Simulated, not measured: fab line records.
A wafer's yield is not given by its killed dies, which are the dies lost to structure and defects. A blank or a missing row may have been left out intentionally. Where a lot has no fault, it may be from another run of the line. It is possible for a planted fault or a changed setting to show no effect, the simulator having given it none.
Which tool was responsible? | flow n5 finfet | Sampling: 10 lots, 28 wafers, 5 of 1938 route steps

WHAT THE GAUGES SHOWED, per wafer
N5_BEOL_M4_RC_MEAS_101.
lot  | measured     | on        | DIBL_N (mV/V)  | DIBL_P (mV/V)  | IOFF_N (nA/um) | IOFF_P (nA/um) | ION_N (uA/um) | ION_P (uA/um) | SS_N (mV/dec)  | SS_P (mV/dec)  | VT_N (mV)   | VT_P (mV)
L999 | day 8 02:34  | prober-01 | 37.8 37.7 35.5 | 38.9 38.4 36.7 | 0.19 0.19 0.15 | 0.26 0.27 0.23 | 682 686 675   | 470 473 469   | 72.1 72.0 71.0 | 73.8 73.4 72.5 | 246 248 252 | -245.8 -246.1 -248.8
L101 | day 8 13:50  | prober-02 | 36.3 39.2 34.9 | 36.0 38.8 33.5 | 0.15 0.22 0.13 | 0.21 0.24 0.16 | 670 679 668   | 464 462 455   | 71.2 71.9 70.1 | 72.9 73.5 72.4 | 251 245 251 | -248.5 -249.6 -255.4
L103 | day 8 22:09  | prober-01 | 39.5 37.1 38.1 | 41.8 38.5 40.9 | 0.24 0.20 0.21 | 0.32 0.26 0.29 | 675 680 696   | 469 472 476   | 72.6 72.6 72.8 | 74.9 73.7 74.0 | 248 246 245 | -246.1 -246.7 -245.6
L104 | day 9 03:23  | prober-01 | 36.4 33.1 37.8 | 36.4 32.5 39.1 | 0.16 0.11 0.21 | 0.19 0.16 0.25 | 669 671 688   | 456 460 472   | 71.9 71.3 72.2 | 73.9 72.4 74.0 | 251 254 243 | -253.5 -256.4 -246.4
L105 | day 9 08:04  | prober-02 | 33.9 38.6 34.7 | 33.5 38.1 34.7 | 0.11 0.20 0.13 | 0.17 0.24 0.20 | 670 680 672   | 470 465 466   | 70.8 70.9 69.8 | 73.3 73.7 72.4 | 255 249 253 | -255.4 -248.3 -250.2
L108 | day 10 03:26 | prober-02 | 38.1 35.9      | 36.5 34.8      | 0.17 0.14      | 0.23 0.20      | 684 675       | 472 468       | 71.6 70.9      | 73.5 72.3      | 248 250     | -248.6 -249.5
L110 | day 10 10:45 | prober-02 | 33.5 35.0      | 32.1 34.4      | 0.10 0.13      | 0.16 0.19      | 656 678       | 457 463       | 70.9 71.0      | 72.8 73.4      | 256 251     | -253.1 -250.4
L119 | day 13 20:59 | prober-01 | 38.4 36.6 37.4 | 36.9 34.3 36.5 | 0.19 0.15 0.18 | 0.25 0.21 0.24 | 681 674 694   | 468 468 474   | 72.3 71.7 71.3 | 73.4 73.4 73.3 | 246 248 246 | -245.4 -246.7 -247.4
L121 | day 14 00:14 | prober-02 | 36.3 38.9 38.1 | 37.6 40.8 39.7 | 0.16 0.22 0.20 | 0.22 0.28 0.26 | 682 684 709   | 468 473 484   | 71.6 72.1 71.6 | 73.7 74.7 74.1 | 251 246 245 | -250.8 -246.8 -246.6
L122 | day 14 20:30 | prober-02 | 36.4 34.0 36.9 | 38.1 35.8 38.7 | 0.16 0.13 0.19 | 0.23 0.20 0.24 | 671 686 691   | 467 475 480   | 71.5 70.5 71.2 | 73.8 73.1 73.9 | 252 253 245 | -246.8 -248.7 -246.6

TOOL THAT RAN EACH LOT (tool first, then ch and the chambers of the sampled wafers, then the start)
lot  | N5_BEOL_M4_VIA_ETCH_34            | N5_BEOL_M4_ETCH_41                           | N5_BEOL_M4_DEGAS_44          | N5_BEOL_M4_CVD_47
L999 | rie diel-06 ch 1,3, day 7 19:46   | rie diel-06 ch 1,3, day 7 20:33 or earlier   | pvd sputter-01, day 7 20:33  | cvd co-02 ch 0,2, day 7 22:41
L101 | rie diel-01 ch 1,2,3, day 8 09:25 | rie diel-01 ch 1,2,3, day 8 10:00 or earlier | pvd sputter-01, day 8 10:00  | cvd co-01 ch 0,1, day 8 10:37
L103 | rie diel-05 ch 1,2,3, day 8 16:53 | rie diel-05 ch 1,2,3, day 8 17:23 or earlier | pvd sputter-01, day 8 17:23  | cvd co-01 ch 1,2, day 8 18:01
L104 | rie diel-06 ch 0,1,2, day 8 22:37 | rie diel-06 ch 0,1,2, day 8 23:25 or earlier | pvd sputter-01, day 8 23:25  | cvd co-02 ch 0,1,2, day 9 00:05
L105 | rie diel-06 ch 0,1,3, day 9 02:01 | rie diel-06 ch 0,1,3, day 9 02:32 or earlier | pvd sputter-02, day 9 02:32  | cvd co-01 ch 0,1, day 9 03:10
L108 | rie diel-05 ch 0,1, day 9 22:46   | rie diel-05 ch 0,1, day 9 23:33 or earlier   | pvd sputter-01, day 9 23:33  | cvd co-01 ch 1,2, day 10 00:07
L110 | rie diel-01 ch 3, day 10 06:04    | rie diel-01 ch 3, day 10 06:31 or earlier    | pvd sputter-03, day 10 06:31 | cvd co-01 ch 0,1, day 10 06:55
L119 | rie diel-01 ch 0,1, day 13 15:19  | rie diel-01 ch 0,1, day 13 15:55 or earlier  | pvd sputter-03, day 13 15:55 | cvd co-01 ch 0,1,2, day 13 16:19
L121 | rie diel-05 ch 1,2, day 13 15:20  | rie diel-05 ch 1,2, day 13 16:01 or earlier  | pvd sputter-02, day 13 16:01 | cvd co-02 ch 0,1, day 13 16:38
L122 | rie diel-01 ch 0,3, day 14 15:16  | rie diel-01 ch 0,3, day 14 16:05 or earlier  | pvd sputter-01, day 14 16:05 | cvd co-02 ch 0,1,2, day 14 16:45
- N5_BEOL_M4_VIA_ETCH_34: etches the open film in C4F6/O2, target depth 69.4 nm, time 65.9 s.
- N5_BEOL_M4_ETCH_41: etches SiCN in CH3F/O2, target depth 29.9 nm, time 52.5 s.
- N5_BEOL_M4_DEGAS_44: time 60 s.
- N5_BEOL_M4_CVD_47: deposits Co from CCTBA/H2, target thk 3 nm, time 223.8 s.

WHAT THE TOOLS THEMSELVES READ (means of the sampled wafers that have a number; where no wafer has one, the mark that the record gives instead)
N5_BEOL_M4_VIA_ETCH_34.
lot  | tool        | drypump motor current A (A) | oes_ar_750_au (a.u.) | oes product au (a.u.) | rf vpp V (V) | showerhead plenum p Torr (Torr) | throttle valve pct (%)
L999 | rie diel-06 | 5.4                         | 0.71                 | 0.71                  | 649          | 2.73                            | 30.6
L101 | rie diel-01 | 5.8                         | 0.81                 | 0.81                  | 668          | 2.83                            | 30.7
L103 | rie diel-05 | 6.2                         | 0.84                 | 0.86                  | 673          | 2.80                            | 30.6
L104 | rie diel-06 | 5.1                         | 0.78                 | 0.79                  | 667          | 2.81                            | 30.7
L105 | rie diel-06 | 5.4                         | 0.74                 | 0.74                  | 655          | 2.79                            | 30.5
L108 | rie diel-05 | 5.8                         | 0.70                 | 0.70                  | 663          | 2.75                            | 30.8
L110 | rie diel-01 | 6.1                         | 0.77                 | 0.78                  | 672          | 2.86                            | 31.0
L119 | rie diel-01 | 5.9                         | 0.83                 | 0.84                  | 666          | 2.86                            | 30.2
L121 | rie diel-05 | 6.0                         | 0.91                 | 0.93                  | 671          | 2.94                            | 30.7
L122 | rie diel-01 | 5.9                         | 0.78                 | 0.78                  | 668          | 2.85                            | 30.8

N5_BEOL_M4_ETCH_41.
lot  | tool        | drypump motor current A (A) | oes product au (a.u.) | rf vpp V (V) | showerhead plenum p Torr (Torr) | throttle valve pct (%)
L999 | rie diel-06 | 5.4                         | 0.71                  | 295.3        | 1.91                            | 16.35
L101 | rie diel-01 | 5.8                         | 0.81                  | 297.9        | 1.99                            | 16.29
L103 | rie diel-05 | 6.2                         | 0.85                  | 296.9        | 1.97                            | 16.13
L104 | rie diel-06 | 5.1                         | 0.78                  | 296.6        | 1.98                            | 16.26
L105 | rie diel-06 | 5.5                         | 0.74                  | 296.2        | 1.96                            | 16.25
L108 | rie diel-05 | 5.8                         | 0.69                  | 296.6        | 1.94                            | 16.56
L110 | rie diel-01 | 6.0                         | 0.77                  | 297.3        | 2.01                            | 16.62
L119 | rie diel-01 | 5.9                         | 0.84                  | 296.8        | 2.01                            | 15.96
L121 | rie diel-05 | 6.0                         | 0.92                  | 298.3        | 2.07                            | 16.08
L122 | rie diel-01 | 5.9                         | 0.78                  | 297.0        | 2.01                            | 16.42

N5_BEOL_M4_DEGAS_44.
lot  | tool           | heater power w (W)
L999 | pvd sputter-01 | 370
L101 | pvd sputter-01 | 321
L103 | pvd sputter-01 | 341
L104 | pvd sputter-01 | 337
L105 | pvd sputter-02 | 338
L108 | pvd sputter-01 | 351
L110 | pvd sputter-03 | 314
L119 | pvd sputter-03 | 351
L121 | pvd sputter-02 | 316
L122 | pvd sputter-01 | 355

N5_BEOL_M4_CVD_47.
lot  | tool      | run length s (s)
L999 | cvd co-02 | 246.9
L101 | cvd co-01 | 246.9
L103 | cvd co-01 | 245.8
L104 | cvd co-02 | 246.7
L105 | cvd co-01 | 246.4
L108 | cvd co-01 | 222.3
L110 | cvd co-01 | 222.9
L119 | cvd co-01 | 246.8
L121 | cvd co-02 | 246.0
L122 | cvd co-02 | 246.2

THE ANSWER, worked out from the rows above alone
Rule: usual is defined by the lots themselves. Put in order of their means at a reading, lots are off if they are a third of the lots or fewer, leave a main group of 4 or more, and stand apart from it by a gap of 3 or more times the standard deviation of the main group's means; of several such gaps the widest counts. If all means in a main group match to the digits the tables above print for the reading, that group is not used. Also off: a lot with no number at a reading for which 4 or more lots have one. All remaining lots with rows at the step are treated as sound. Order of review: gauges by route order, followed by the tools' own readings, for which a lot's mean as printed above is used. At the first step where some lot is off, the reading lying furthest off is the one used; lots without a number count as furthest.
Off: L108, L110, at N5_BEOL_M4_CVD_47 (run length s). Main group: mean 246.5 s, sd 0.4.
If a tool, at that step or one of the process steps before it, ran each lot that is off and ran no sound lot following the first of them, it fits. N5_BEOL_M4_ETCH_41 gives no start for some lots, so the hours and the order of its lots are those of N5_BEOL_M4_DEGAS_44. Of those tried, none fits.

WHAT HAD BEEN PUT IN BY THE SIMULATOR
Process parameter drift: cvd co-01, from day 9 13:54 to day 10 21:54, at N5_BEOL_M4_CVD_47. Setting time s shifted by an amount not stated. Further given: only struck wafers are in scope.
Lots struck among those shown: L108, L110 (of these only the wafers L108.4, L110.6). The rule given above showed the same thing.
